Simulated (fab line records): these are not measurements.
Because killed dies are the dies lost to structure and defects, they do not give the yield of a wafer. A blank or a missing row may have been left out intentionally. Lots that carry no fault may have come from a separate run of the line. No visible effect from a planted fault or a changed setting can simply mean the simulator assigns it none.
Chamber matching	flow nand-harc	pecvd-04 running NHARC_A_STAIRCASE_DEP_322: 3 sister chambers
The step deposits SiO2, target thk 7200 nm. 6 wafers are shown with their chamber, then 8 later ones without.

== WAFERS PAIRED WITH THEIR CHAMBERS ==
wafer	chamber	heater-power-w (W)	mfc-precursor-sccm (sccm)
L081.1	1	806	200.2
L084.4	2	717	199.2
L085.1	0	633	200.1
L085.5	0	630	200.5
L085.6	1	684	199.7
L090.1	2	777	199.8

== WAFERS WITH NO CHAMBER GIVEN ==
wafer	heater-power-w (W)	mfc-precursor-sccm (sccm)
L090.4	679	199.9
L090.6	633	200.4
L094.2	696	200.3
L094.5	680	200.2
L094.6	640	200.8
L092.1	837	199.7
L092.5	642	200.4
L092.6	720	200.0

== EACH ONE'S CHAMBER ==
wafer	from the rows above	in truth
L090.4	can't be placed: 1 or 0 or 2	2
L090.6	0	0
L094.2	can't be placed: 0 or 1 or 2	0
L094.5	can't be placed: 0 or 1 or 2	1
L094.6	can't be placed: 0 or 1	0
L092.1	can't be placed: 2 or 1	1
L092.5	can't be placed: 0 or 1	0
L092.6	can't be placed: 1 or 2 or 0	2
Correctly placed: 1 of 8. These rows do not allow placing 7 (true chamber among the candidates in 7). Wrongly placed: 0.
How it was worked out, from the rows above alone: a wafer's distance from a chamber is the root of the sum, over the readings, of the square of ((its reading less the chamber's mean) divided by the reading's scatter). The wafer belongs to the nearest chamber; if the next one is less than 2 further off, it can't be placed. For every chamber, the mean is computed from those of its wafers that are shown. The scatter: the root of (the sum of the squares of (reading less its chamber's mean) over the shown wafers, divided by (wafers less chambers)).
